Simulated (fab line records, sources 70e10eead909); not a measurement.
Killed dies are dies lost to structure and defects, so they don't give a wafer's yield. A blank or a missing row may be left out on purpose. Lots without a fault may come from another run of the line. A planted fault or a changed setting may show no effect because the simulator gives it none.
Chamber matching | flow nand_harc | NHARC_P_M0_DEP_32 on pecvd-01: 3 sister chambers
The step deposits SiCN, target thk 30 nm. 14 wafers are shown with their chamber, then 7 later ones without.

WAFERS WITH THEIR CHAMBER
wafer  | chamber | heater_power_w (W)
L083.1 | 0       | 508
L083.2 | 1       | 540
L083.6 | 0       | 498
L087.1 | 2       | 575
L087.5 | 1       | 550
L087.6 | 0       | 551
L090.1 | 1       | 495
L090.2 | 0       | 490
L090.5 | 0       | 485
L091.2 | 0       | 580
L091.4 | 1       | 520
L091.5 | 2       | 576
L095.1 | 2       | 536
L095.3 | 1       | 543

SIGNATURES (means of the wafers above)
reading        | chamber 0 | chamber 1 | chamber 2 | scatter within a chamber
heater_power_w | 518.67    | 529.60    | 562.33    | 30.7
Rule: a wafer's distance from a chamber is the root of the sum, over the readings, of the square of ((its reading less the chamber's mean) divided by the reading's scatter). The wafer belongs to the nearest chamber; if the next one is less than 2 further off, it can't be placed. The scatter: the root of (the sum of the squares of (reading less its chamber's mean) over the shown wafers, divided by (wafers less chambers)).

WAFERS WITHOUT THEIR CHAMBER
wafer  | heater_power_w (W)
L095.5 | 553
L095.2 | 493
L095.4 | 539
L095.6 | 512
L097.4 | 585
L097.5 | 480
L097.6 | 582

WHICH CHAMBER EACH WENT THROUGH
wafer  | from the rows above          | in truth
L095.5 | can't be placed: 2 or 1 or 0 | 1
L095.2 | can't be placed: 0 or 1 or 2 | 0
L095.4 | can't be placed: 1 or 0 or 2 | 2
L095.6 | can't be placed: 0 or 1 or 2 | 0
L097.4 | can't be placed: 2 or 1 or 0 | 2
L097.5 | can't be placed: 0 or 1 or 2 | 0
L097.6 | can't be placed: 2 or 1 or 0 | 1
Placed correctly: 0 of 7. Can't be placed from these rows: 7 (the true chamber is among the candidates in 7). Placed wrongly: 0.
